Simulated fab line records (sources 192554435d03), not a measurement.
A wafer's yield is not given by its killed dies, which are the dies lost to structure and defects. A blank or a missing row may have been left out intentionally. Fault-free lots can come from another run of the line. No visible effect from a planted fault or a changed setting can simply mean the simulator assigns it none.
Matching of chambers	flow n5-finfet	N5_BEOL_M14_DESCUM_33 on rie-diel-01 has 4 sister chambers
The step chemistry O2, time 7.9 s. 18 wafers are shown with their chamber, then 9 later ones without.

WAFERS, EACH WITH ITS CHAMBER
wafer	chamber	throttle-valve-pct (%)	drypump-motor-current-A (A)	showerhead-plenum-p-Torr (Torr)
L079.1	0	20.69	5.4	2.14
L079.2	2	20.33	5.5	2.07
L079.3	3	20.41	5.8	2.13
L081.1	0	20.69	5.3	2.14
L081.2	1	20.13	4.8	2.03
L081.6	3	20.40	5.8	2.13
L083.1	3	20.42	5.8	2.13
L083.3	2	20.34	5.5	2.07
L083.5	2	20.32	5.5	2.07
L086.2	0	20.70	5.4	2.13
L086.5	1	20.14	4.9	2.02
L086.6	2	20.33	5.5	2.06
L089.1	3	20.44	5.8	2.12
L089.3	0	20.70	5.4	2.13
L089.6	1	20.13	4.8	2.02
L090.1	1	20.15	4.8	2.02
L090.3	0	20.74	5.3	2.13
L090.5	1	20.15	4.8	2.02

SIGNATURES (means of the wafers above)
reading	chamber 0	chamber 1	chamber 2	chamber 3	scatter within a chamber
throttle-valve-pct	20.7040	20.1400	20.3300	20.4175	0.0151
drypump-motor-current-A	5.360	4.820	5.500	5.800	0.0378
showerhead-plenum-p-Torr	2.1340	2.0220	2.0675	2.1275	0.005
Rule: for each reading, subtract the chamber's mean from the wafer's reading, divide by that reading's scatter and square the result; add these up over the readings and take the root, which gives the wafer's distance from the chamber. If the next closest chamber is less than 2 further off than the closest, the wafer can't be placed; otherwise it belongs to the closest. The scatter: the root of (the sum of the squares of (reading less its chamber's mean) over the shown wafers, divided by (wafers less chambers)).

WAFERS WITHOUT THEIR CHAMBER
wafer	throttle-valve-pct (%)	drypump-motor-current-A (A)	showerhead-plenum-p-Torr (Torr)
L091.1	20.46	5.7	2.12
L091.5	20.16	4.9	2.02
L091.6	20.73	5.4	2.13
L092.1	20.45	5.8	2.12
L092.2	20.34	5.5	2.06
L092.3	20.75	5.4	2.13
L097.3	20.73	5.4	2.12
L097.4	20.45	5.8	2.12
L097.5	20.16	4.9	2.02

EACH ONE'S CHAMBER
wafer	from the rows above	in truth
L091.1	3	3
L091.5	1	1
L091.6	0	0
L092.1	3	3
L092.2	2	2
L092.3	0	0
L097.3	0	0
L097.4	3	3
L097.5	1	1
Correct placement for 9 of the 9. Can't be placed from these rows: 0. Placed wrongly: 0.
